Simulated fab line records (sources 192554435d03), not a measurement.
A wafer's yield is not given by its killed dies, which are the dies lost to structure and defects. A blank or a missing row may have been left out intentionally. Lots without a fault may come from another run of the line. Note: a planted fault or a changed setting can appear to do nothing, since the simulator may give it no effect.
A struck lot beside a sound one ; flow n5_finfet ; 16 steps out of a route of 1938
Sound: the wafers L959.2, L959.3, L959.4. Struck: wafer L966.3 (left out: L966.6, a lot-mate that was not struck); the cause follows at the end.
For every step that has rows: the tool of each side, followed by ch and its chambers, followed by its first start. Under that, the readings that differ: sound wafers ; struck wafers ; difference of the means ; sigmas: that difference in standard deviations of wafers without a fault.
alike: a reading whose means differ by less than 2 such deviations, as well as words and numbers matching on both sides. not compared: withheld readings; readings where some wafer has no value; bounds like >300 that might hide an equal value; numbers whose values overlap and for which the record gives no deviation.
The two part at a step that has a row with sigmas, a row that says differs or no value, or rows on one side only. Numbers that have no deviation but don't overlap get no sigmas and don't part them. Lack of a reading on every wafer of one side parts them only where that side has two or more wafers.

first, 3 steps without rows for these wafers: N5_FIN_SAQP_EXPOSE_13 (exposes mask FIN CORE, target cd 35.6 nm); N5_FIN_SAQP_PEB_14 (peb time 60 s); N5_FIN_SAQP_DEVELOP_15 (develop time 30 s).
N5_FIN_SAQP_CD_MEAS_16 targets a cd of 35.6 nm.
  sound on cd_sem-02 ch 0, day 2 04:02; struck on cd_sem-01 ch 0, day 3 22:28
reading;sound;struck;difference;sigmas
cd_nm (nm);35.2 35.7 35.4;36.2;+0.8;+2
N5_FIN_SAQP_OVL_MEAS_17:
  sound on overlay-02 ch 0, day 2 04:04; struck on overlay-01 ch 0, day 3 22:30
  alike: FIN_CORE_OVL
N5_FIN_SAQP_INSPECT_18: inspects for defects (brightfield).
  struck on defect_inspect-02, day 3 22:31; sound on defect_inspect-01, day 2 04:05
  alike: raw_defect_count
N5_FIN_SAQP_DESCUM_21: chemistry O2, time 7.9 s.
  sound on rie_diel-06 ch 0,2,3, day 2 04:07; struck on rie_diel-06 ch 2, day 3 22:33
  alike: drypump_motor_current_A, oes_product_au, rf_vpp_V, showerhead_plenum_p_Torr, throttle_valve_pct
  not compared: rf_hours_counter_h
N5_FIN_SAQP_ETCH_51: etches SiARC in CF4, target depth 45.5 nm, time 75.8 s.
  sound on rie_diel-06 ch 0,2,3, day 2 04:10; struck on rie_diel-06 ch 2, day 3 22:35
  alike: drypump_motor_current_A, etch_rf_on_time_s, oes_product_au, rf_vpp_V, showerhead_plenum_p_Torr, throttle_valve_pct
  not compared: rf_hours_counter_h
N5_FIN_SAQP_ETCH_52: etches SOC in N2/H2, target depth 100 nm, overetch 20 nm, time 150 s.
  sound on rie_diel-06 ch 0,2,3, day 2 04:13; struck on rie_diel-06 ch 2, day 3 22:38
reading;sound;struck;difference;sigmas
rf_vpp_V (V);520.3 525.1 524.9;528.0;+4.6;+2
  alike: drypump_motor_current_A, oes_product_au, showerhead_plenum_p_Torr, throttle_valve_pct
  not compared: rf_hours_counter_h
then, 1 step without rows for these wafers: N5_FIN_SAQP_STRIP_53 (strips in N2/H2).
N5_FIN_SAQP_HM_OPEN_73: chemistry CHF3/O2, target SiO2, stops on a-Si, target depth 12 nm, time 16.8 s.
  sound on rie_diel-06 ch 0,2,3, day 2 04:19; struck on rie_diel-06 ch 2, day 3 22:45
  alike: O2_flow_sccm, drypump_motor_current_A, oes_product_au, rf_vpp_V, showerhead_plenum_p_Torr, throttle_valve_pct
  not compared: rf_hours_counter_h
then, 1 step without rows for these wafers: N5_FIN_SAQP_STRIP_74 (strips in CHF3/O2).
N5_FIN_SAQP_MANDREL_ETCH_22: etches a-Si in HBr/Cl2, stops on SiNx, target depth 60 nm, bt time 10 s, time 30 s.
  sound on rie_si-06 ch 0,1,3, day 2 04:25; struck on rie_si-03 ch 2, day 3 22:50
reading;sound;struck;difference;sigmas
model.SOC_of_FIN_SAQP_COAT_49.thk_nm (nm);76.29 76.58 75.99;81.66;+5.37;
  alike: drypump_motor_current_A, oes_product_au, throttle_valve_pct
  not compared: rf_hours_counter_h
N5_FIN_SAQP_STRIP_55: strips in N2/H2.
  sound on rie_diel-02 ch 0,2,3, day 2 04:41; struck on rie_diel-06 ch 1, day 3 22:56
reading;sound;struck;difference;sigmas
rf_hours_counter_h (h);174 221 141;77;-102;
throttle_valve_pct (%);19.13 19.06 19.32;18.60;-0.57;-2
  alike: drypump_motor_current_A, oes_product_au, rf_vpp_V, showerhead_plenum_p_Torr
-- a jump in the record: the struck wafers' starts before and after are 6 days apart (it breaks off in module FIN_SAQP and resumes in module BEOL_M4, where the first step shown is number 1111 of the route) --
N5_BEOL_M4_RC_MEAS_101:
  sound on prober-01 ch 0, day 8 07:38; struck on prober-01 ch 0, day 10 04:33
reading;sound;struck;difference;sigmas
IOFF_N (nA/um);0.19 0.10 0.14;0.22;+0.08;+2
  alike: DIBL_N, DIBL_P, IOFF_P, ION_N, ION_P, SS_N, SS_P, VT_N, VT_P
then, 1 step without rows for these wafers: N5_PASSIVATION_PROBE_49.

## WHERE THEY PART
First at N5_FIN_SAQP_CD_MEAS_16; last, within this record, at N5_BEOL_M4_RC_MEAS_101.

WHY: what the simulator had put in
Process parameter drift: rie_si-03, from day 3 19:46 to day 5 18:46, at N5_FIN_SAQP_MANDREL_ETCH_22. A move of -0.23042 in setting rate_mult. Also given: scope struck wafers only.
